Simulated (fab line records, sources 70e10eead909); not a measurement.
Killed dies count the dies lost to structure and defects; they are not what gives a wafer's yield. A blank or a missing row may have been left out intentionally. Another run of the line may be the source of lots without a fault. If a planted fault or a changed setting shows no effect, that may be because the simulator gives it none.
The tool behind it: which one?    flow nand harc    Sampling: 12 lots, 36 wafers, 5 of 1302 route steps

WHAT THE GAUGES READ, wafer by wafer
NHARC_P_ZERO_WELL_CD_MEAS_37: the cd target is 720 nm. Usual: cd nm reads 719.4 nm (standard deviation 1.7).
lot   measured      on         cd nm (nm)         flag
L918  day 1 08:13   cd sem-02  719.4 720.0 718.5  
L919  day 1 11:01   cd sem-01  718.3 717.1 718.8  
L920  day 1 20:10   cd sem-03  719.5 718.1 718.0  
L921  day 2 11:25   cd sem-02  722.3 720.4 717.3  
L922  day 2 16:08   cd sem-03  719.5 719.2 717.7  
L925  day 3 22:14   cd sem-02  720.0 716.3 720.6  
L926  day 4 08:24   cd sem-01  722.4 723.3 721.5  
L928  day 5 03:59   cd sem-01  722.6 721.7 721.3  
L929  day 5 14:13   cd sem-03  718.1 718.8 721.0  
L934  day 7 16:22   cd sem-03  729.0 727.1 727.6  OFF
L936  day 8 12:16   cd sem-02  730.1 729.9 727.7  OFF
L940  day 10 03:52  cd sem-01  720.4 720.4 719.4  

NHARC_P_ZERO_WELL_CD_MEAS_52: the cd target is 2000 nm. Usual: cd nm reads 2000.6 nm (standard deviation 1.7).
lot   measured      on         cd nm (nm)            flag
L918  day 1 09:53   cd sem-01  2000.5 2000.4 2000.1  
L919  day 1 13:15   cd sem-01  1997.4 1997.2 1999.5  
L920  day 1 21:48   cd sem-01  1999.3 2000.6 2003.9  
L921  day 2 12:56   cd sem-01  2003.6 1999.7 2002.1  
L922  day 2 17:47   cd sem-03  2001.2 2002.4 2002.1  
L925  day 3 23:53   cd sem-03  1999.5 1999.4 1998.8  
L926  day 4 09:58   cd sem-02  1999.9 2001.1 1999.7  
L928  day 5 05:38   cd sem-01  2000.9 2003.6 2003.1  
L929  day 5 15:43   cd sem-01  2000.7 2000.0 2001.1  
L934  day 7 17:59   cd sem-01  1999.6 2001.6 2001.4  
L936  day 8 13:55   cd sem-03  2001.7 1998.7 1998.7  
L940  day 10 05:39  cd sem-02  2000.7 1999.7 1999.9  

NHARC_P_STI_CD_MEAS_16. Usual: cd nm reads 199.3 nm (standard deviation 2).
lot   measured      on         cd nm (nm)         flag
L918  day 2 03:14   cd sem-03  201.6 197.6 198.8  
L919  day 2 08:50   cd sem-01  200.8 198.6 197.3  
L920  day 2 15:10   cd sem-03  202.5 203.2 203.2  
L921  day 3 06:37   cd sem-02  198.1 199.9 198.4  
L922  day 3 13:08   cd sem-02  200.7 201.6 196.3  
L925  day 4 19:08   cd sem-01  197.0 200.9 200.0  
L926  day 5 03:40   cd sem-02  199.3 196.3 201.5  
L928  day 6 01:46   cd sem-01  196.9 199.6 200.2  
L929  day 6 09:26   cd sem-01  195.3 199.0 195.5  
L934  day 8 13:55   cd sem-02  200.8 198.3 196.5  
L936  day 9 09:12   cd sem-03  201.0 201.7 200.8  
L940  day 11 02:16  cd sem-03  200.6 200.4 199.2  

WHAT TOOL EACH LOT RAN ON (gives the tool, then ch and the chambers of the sampled wafers, and finally the start)
lot   NHARC_P_ZERO_WELL_PEB_35           NHARC_P_STI_DESCUM_14
L918  litho track-02 ch 0, day 1 08:07   rie diel-09 ch 0,1,3, day 2 02:47
L919  litho track-05 ch 0, day 1 10:55   rie diel-09 ch 1,2, day 2 08:23
L920  litho track-07 ch 0, day 1 20:05   rie diel-09 ch 0,1,3, day 2 14:45
L921  litho track-05 ch 0, day 2 11:20   rie diel-04 ch 1,3, day 3 06:11
L922  litho track-07 ch 0, day 2 16:02   rie diel-09 ch 0,1,3, day 3 12:43
L925  litho track-05 ch 0, day 3 22:09   rie diel-04 ch 0,2,3, day 4 18:42
L926  litho track-07 ch 0, day 4 08:19   rie diel-04 ch 0,1,3, day 5 03:14
L928  litho track-07 ch 0, day 5 03:54   rie diel-04 ch 0,1,2, day 6 01:20
L929  litho track-02 ch 0, day 5 14:07   rie diel-09 ch 0,1,3, day 6 08:58
L934  litho track-02 ch 0, day 7 16:16   rie diel-04 ch 2,3, day 8 13:27
L936  litho track-02 ch 0, day 8 12:11   rie diel-04 ch 1,2,3, day 9 08:46
L940  litho track-07 ch 0, day 10 03:46  rie diel-09 ch 1,2,3, day 11 01:47
- NHARC_P_ZERO_WELL_PEB_35: peb time 85 s.
- NHARC_P_STI_DESCUM_14: chemistry O2, time 3 s.

AS READ BY THE TOOLS THEMSELVES (means over the sampled wafers that have a number; for cases with no such wafer, the mark the record gives instead)
NHARC_P_ZERO_WELL_PEB_35. Usual: heater power total W 163.98 W, standard deviation 0.29; plate temp C 117.98 C, standard deviation 0.14.
lot   tool            heater power total W (W)  plate temp C (C)  flag
L918  litho track-02  163.86                    118.01            
L919  litho track-05  164.27                    117.83            
L920  litho track-07  163.99                    118.00            
L921  litho track-05  164.03                    117.87            
L922  litho track-07  163.73                    118.11            
L925  litho track-05  164.11                    118.11            
L926  litho track-07  163.93                    117.87            
L928  litho track-07  163.91                    117.94            
L929  litho track-02  164.17                    117.95            
L934  litho track-02  189.11                    131.36            OFF
L936  litho track-02  188.55                    131.20            OFF
L940  litho track-07  163.95                    118.05            

NHARC_P_STI_DESCUM_14. Usual: drypump motor current A 5.8 A, standard deviation 0.5; oes product au 0.995 a.u., standard deviation 0.012; rf vpp V 57.7 V, standard deviation 0.86; showerhead plenum p Torr 1.93 Torr, standard deviation 0.078; throttle valve pct 11.312 %, standard deviation 0.0095.
lot   tool         drypump motor current A (A)  oes product au (a.u.)  rf vpp V (V)  showerhead plenum p Torr (Torr)  throttle valve pct (%)  flag
L918  rie diel-09  6.4                          0.994                  58.0          1.96                             11.320                  
L919  rie diel-09  5.9                          0.980                  58.1          2.03                             11.305                  
L920  rie diel-09  6.3                          0.993                  57.2          1.96                             11.318                  
L921  rie diel-04  5.6                          0.991                  57.6          1.85                             11.318                  
L922  rie diel-09  6.3                          0.987                  58.0          1.96                             11.315                  
L925  rie diel-04  5.2                          1.008                  57.5          1.86                             11.310                  
L926  rie diel-04  5.3                          1.005                  57.7          1.87                             11.315                  
L928  rie diel-04  5.6                          1.005                  57.5          1.87                             11.309                  
L929  rie diel-09  6.4                          0.990                  58.5          1.95                             11.322                  
L934  rie diel-04  5.4                          1.010                  57.6          1.83                             11.308                  
L936  rie diel-04  5.5                          1.006                  57.5          1.84                             11.306                  
L940  rie diel-09  6.3                          0.995                  57.6          1.98                             11.311                  

THE ANSWER, worked out from the rows above alone
Rule: take the mean of a lot's wafers that have a number; if it is more than 3 standard deviations from the usual mean, the lot is off. A lot without any number at a reading at which 4 lots or more have one is off too. Where the step has rows for the other lots, those lots are counted as sound. First the gauges in route order, then the tools' own readings, where a lot's mean is used as printed above. The first step at which some lot is off is used, and at that step the reading that is off furthest; a lot without a number counts as furthest.
Off: L934, L936, at NHARC_P_ZERO_WELL_CD_MEAS_37 (cd nm).
If a tool, at a process step before that reading, ran all the lots that are off and no sound lot after the first of them, it fits. Not tried: the gauges at NHARC_P_ZERO_WELL_CD_MEAS_37; whatever is off there is also off at NHARC_P_ZERO_WELL_PEB_35, on other tools, and gauge error can't account for it. One fits: NHARC_P_ZERO_WELL_PEB_35 on litho track-02. Its last sound lot is L929 (day 5 14:07), its first lot that is off L934 (day 7 16:16): a fault that began between those two fits.
The tool's own readings at NHARC_P_ZERO_WELL_PEB_35 bear it out: on the lots that are off they differ by more than 5 times the standard deviation of the sound lots' means. heater power total W reads 188.83 W there against 164.00 W on the sound lots; plate temp C reads 131.28 C there against 117.97 C on the sound lots.

WHAT WAS PUT IN BY THE SIMULATOR
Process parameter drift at NHARC_P_ZERO_WELL_PEB_35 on litho track-02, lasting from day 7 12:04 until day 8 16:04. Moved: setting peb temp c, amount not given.
Shown lots that were struck: L934, L936. Same finding as the rule above.
